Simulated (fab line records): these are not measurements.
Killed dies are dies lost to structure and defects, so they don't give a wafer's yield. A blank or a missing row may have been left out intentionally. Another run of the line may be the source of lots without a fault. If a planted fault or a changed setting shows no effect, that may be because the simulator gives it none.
Matching of chambers | flow n5_finfet | N5_HKMG_FIN_ALD_21 on ald_metal-03 has 4 sister chambers
The step deposits TiN, target thk 1.5 nm, pulse time 1 s, purge time 3 s. 8 wafers are shown with their chamber, then 12 later ones without.

## WAFERS PAIRED WITH THEIR CHAMBERS
wafer  | chamber | heater_power_w (W) | precursor_pulse_height_rel
L084.1 | 0       | 775                | 0.985
L084.3 | 1       | 809                | 1.002
L084.4 | 3       | 1036               | 0.986
L084.5 | 2       | 822                | 0.997
L084.6 | 1       | 813                | 0.968
L088.1 | 0       | 777                | 1.003
L088.2 | 3       | 1044               | 0.994
L088.3 | 2       | 831                | 0.987

## WAFERS WHOSE CHAMBER IS MISSING
wafer  | heater_power_w (W) | precursor_pulse_height_rel
L088.4 | 1011               | 0.983
L088.5 | 817                | 1.040
L088.6 | 787                | 1.001
L091.1 | 1021               | 1.004
L091.2 | 831                | 1.011
L091.3 | 775                | 1.018
L091.4 | 814                | 0.989
L091.5 | 1023               | 1.012
L091.6 | 794                | 0.994
L096.1 | 782                | 1.015
L096.2 | 1050               | 0.998
L096.6 | 795                | 0.980

## WHICH CHAMBER EACH ONE RAN IN
wafer  | from the rows above     | in truth
L088.4 | 3                       | 3
L088.5 | can't be placed: 2 or 1 | 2
L088.6 | 0                       | 0
L091.1 | 3                       | 3
L091.2 | 2                       | 2
L091.3 | 0                       | 0
L091.4 | 1                       | 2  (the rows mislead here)
L091.5 | 3                       | 3
L091.6 | can't be placed: 1 or 0 | 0
L096.1 | 0                       | 0
L096.2 | 3                       | 3
L096.6 | can't be placed: 1 or 0 | 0
8 of 12 placed correctly. Unplaceable from these rows: 3, with the true chamber sitting among the candidates in 3. Placed wrongly: 1.
How it was worked out, from the rows above alone: a wafer's distance from a chamber is the root of the sum, over the readings, of the square of ((its reading less the chamber's mean) divided by the reading's scatter). If the next closest chamber is less than 2 further off than the closest, the wafer can't be placed; otherwise it belongs to the closest. Each chamber's mean is taken over the wafers shown for it. The scatter: the root of (the sum of the squares of (reading less its chamber's mean) over the shown wafers, divided by (wafers less chambers)).
